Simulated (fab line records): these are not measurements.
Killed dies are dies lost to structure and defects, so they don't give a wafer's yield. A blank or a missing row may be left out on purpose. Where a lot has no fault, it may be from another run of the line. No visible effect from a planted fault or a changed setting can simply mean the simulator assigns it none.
Split-lot experiment || flow n5_finfet || 7 lots, 21 wafers read, on a route of 1938 steps

SPLIT DETAILS
At N5_DUMMY_GATE_COAT_28 (time 60 s, resist thk 10 nm), the setting spin_rpm was moved away from the recipe's 1500 rpm on 4 of the 21 wafers read, by -10.2% to +5.7%. For the rest of the wafers, this setting stayed at what the recipe calls for.

The reading is taken at the split's own step.

THE READING
underlayer_of_DUMMY_GATE_COAT_28.thk_nm (the simulator's own value, which no gauge read), in nm, at N5_DUMMY_GATE_COAT_28 (time 60 s, resist thk 10 nm). The file does not state a usual value for it.

{"wafer": "L074.3", "tool, chamber at the split": "litho_track-02, 0", "spin_rpm as run, rpm": 1500, "against the recipe": "recipe", "underlayer_of_DUMMY_GATE_COAT_28.thk_nm, nm": 10, "against lot-mates on the recipe": "-"}
{"wafer": "L074.6", "tool, chamber at the split": "litho_track-02, 0", "spin_rpm as run, rpm": 1500, "against the recipe": "recipe", "underlayer_of_DUMMY_GATE_COAT_28.thk_nm, nm": 10, "against lot-mates on the recipe": "-"}
{"wafer": "L074.4", "tool, chamber at the split": "litho_track-02, 0", "spin_rpm as run, rpm": 1408, "against the recipe": "-6.1%", "underlayer_of_DUMMY_GATE_COAT_28.thk_nm, nm": 10.4, "against lot-mates on the recipe": "+0.4"}
{"wafer": "L077.1", "tool, chamber at the split": "litho_track-02, 0", "spin_rpm as run, rpm": 1347, "against the recipe": "-10.2%", "underlayer_of_DUMMY_GATE_COAT_28.thk_nm, nm": 10.6, "against lot-mates on the recipe": "+0.6"}
{"wafer": "L077.4", "tool, chamber at the split": "litho_track-02, 0", "spin_rpm as run, rpm": 1500, "against the recipe": "recipe", "underlayer_of_DUMMY_GATE_COAT_28.thk_nm, nm": 10, "against lot-mates on the recipe": "-"}
{"wafer": "L077.5", "tool, chamber at the split": "litho_track-02, 0", "spin_rpm as run, rpm": 1500, "against the recipe": "recipe", "underlayer_of_DUMMY_GATE_COAT_28.thk_nm, nm": 10, "against lot-mates on the recipe": "-"}
{"wafer": "L080.1", "tool, chamber at the split": "litho_track-02, 0", "spin_rpm as run, rpm": 1500, "against the recipe": "recipe", "underlayer_of_DUMMY_GATE_COAT_28.thk_nm, nm": 10, "against lot-mates on the recipe": "-"}
{"wafer": "L080.4", "tool, chamber at the split": "litho_track-02, 0", "spin_rpm as run, rpm": 1500, "against the recipe": "recipe", "underlayer_of_DUMMY_GATE_COAT_28.thk_nm, nm": 10, "against lot-mates on the recipe": "-"}
{"wafer": "L080.5", "tool, chamber at the split": "litho_track-02, 0", "spin_rpm as run, rpm": 1500, "against the recipe": "recipe", "underlayer_of_DUMMY_GATE_COAT_28.thk_nm, nm": 10, "against lot-mates on the recipe": "-"}
{"wafer": "L081.1", "tool, chamber at the split": "litho_track-01, 0", "spin_rpm as run, rpm": 1500, "against the recipe": "recipe", "underlayer_of_DUMMY_GATE_COAT_28.thk_nm, nm": 10, "against lot-mates on the recipe": "-"}
{"wafer": "L081.2", "tool, chamber at the split": "litho_track-01, 0", "spin_rpm as run, rpm": 1500, "against the recipe": "recipe", "underlayer_of_DUMMY_GATE_COAT_28.thk_nm, nm": 10, "against lot-mates on the recipe": "-"}
{"wafer": "L081.3", "tool, chamber at the split": "litho_track-01, 0", "spin_rpm as run, rpm": 1500, "against the recipe": "recipe", "underlayer_of_DUMMY_GATE_COAT_28.thk_nm, nm": 10, "against lot-mates on the recipe": "-"}
{"wafer": "L085.1", "tool, chamber at the split": "litho_track-02, 0", "spin_rpm as run, rpm": 1500, "against the recipe": "recipe", "underlayer_of_DUMMY_GATE_COAT_28.thk_nm, nm": 10, "against lot-mates on the recipe": "-"}
{"wafer": "L085.4", "tool, chamber at the split": "litho_track-02, 0", "spin_rpm as run, rpm": 1500, "against the recipe": "recipe", "underlayer_of_DUMMY_GATE_COAT_28.thk_nm, nm": 10, "against lot-mates on the recipe": "-"}
{"wafer": "L085.6", "tool, chamber at the split": "litho_track-02, 0", "spin_rpm as run, rpm": 1500, "against the recipe": "recipe", "underlayer_of_DUMMY_GATE_COAT_28.thk_nm, nm": 10, "against lot-mates on the recipe": "-"}
{"wafer": "L093.2", "tool, chamber at the split": "litho_track-02, 0", "spin_rpm as run, rpm": 1500, "against the recipe": "recipe", "underlayer_of_DUMMY_GATE_COAT_28.thk_nm, nm": 10, "against lot-mates on the recipe": "-"}
{"wafer": "L093.4", "tool, chamber at the split": "litho_track-02, 0", "spin_rpm as run, rpm": 1500, "against the recipe": "recipe", "underlayer_of_DUMMY_GATE_COAT_28.thk_nm, nm": 10, "against lot-mates on the recipe": "-"}
{"wafer": "L093.5", "tool, chamber at the split": "litho_track-02, 0", "spin_rpm as run, rpm": 1500, "against the recipe": "recipe", "underlayer_of_DUMMY_GATE_COAT_28.thk_nm, nm": 10, "against lot-mates on the recipe": "-"}
{"wafer": "L097.1", "tool, chamber at the split": "litho_track-04, 0", "spin_rpm as run, rpm": 1500, "against the recipe": "recipe", "underlayer_of_DUMMY_GATE_COAT_28.thk_nm, nm": 10, "against lot-mates on the recipe": "-"}
{"wafer": "L097.2", "tool, chamber at the split": "litho_track-04, 0", "spin_rpm as run, rpm": 1585, "against the recipe": "+5.7%", "underlayer_of_DUMMY_GATE_COAT_28.thk_nm, nm": 9.6, "against lot-mates on the recipe": -0.4}
{"wafer": "L097.6", "tool, chamber at the split": "litho_track-04, 0", "spin_rpm as run, rpm": 1585, "against the recipe": "+5.7%", "underlayer_of_DUMMY_GATE_COAT_28.thk_nm, nm": 9.8, "against lot-mates on the recipe": -0.2}

FIT RESULTS
A straight line over all 21 wafers: underlayer_of_DUMMY_GATE_COAT_28.thk_nm changes by -0.058 nm for each +1% of spin_rpm; r = -0.98; the points scatter about the line by 0.035 nm.
The same after taking each lot's own level away (the mean of its wafers on the recipe; 21 wafers): -0.058 nm for each +1%; r = -0.98; scatter 0.035 nm.
On that fit, the largest move of spin_rpm shifts the reading by 0.59 nm.
The lots' own levels span 10.00 to 10.00 nm.
Hence the lot-to-lot level has little effect on the slope; both slopes agree.
Check: for one of the wafers moved furthest among these (-10.2%), held out of the fit, the line's prediction against its lot-mates is +0.594 nm. Against them it came out at +0.6 nm.

FURTHER SPLITS ON THESE WAFERS
Note: prior to the reading, these wafers also went through further splits. Each is held against what the fit with the lots' levels taken away leaves over:
{"other split on the same wafers": "N5_WELL_APT_COAT_02 spin_rpm", "wafers away from the commonest value": 8, "r with underlayer_of_DUMMY_GATE_COAT_28.thk_nm (lot level and that fit taken away)": -0.32}
{"other split on the same wafers": "N5_WELL_APT_EXPOSE_22 dose_mj", "wafers away from the commonest value": 6, "r with underlayer_of_DUMMY_GATE_COAT_28.thk_nm (lot level and that fit taken away)": "+0.28"}
{"other split on the same wafers": "N5_WELL_APT_PEB_23 peb_temp_c", "wafers away from the commonest value": 8, "r with underlayer_of_DUMMY_GATE_COAT_28.thk_nm (lot level and that fit taken away)": -0.26}
{"other split on the same wafers": "N5_FIN_SAQP_FIN_ETCH_36 icp_w", "wafers away from the commonest value": 3, "r with underlayer_of_DUMMY_GATE_COAT_28.thk_nm (lot level and that fit taken away)": -0.17}

THE FILE'S OWN FIT
underlayer_of_DUMMY_GATE_COAT_28.thk_nm changes by -0.0591 nm for each +1% of spin_rpm, r = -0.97.
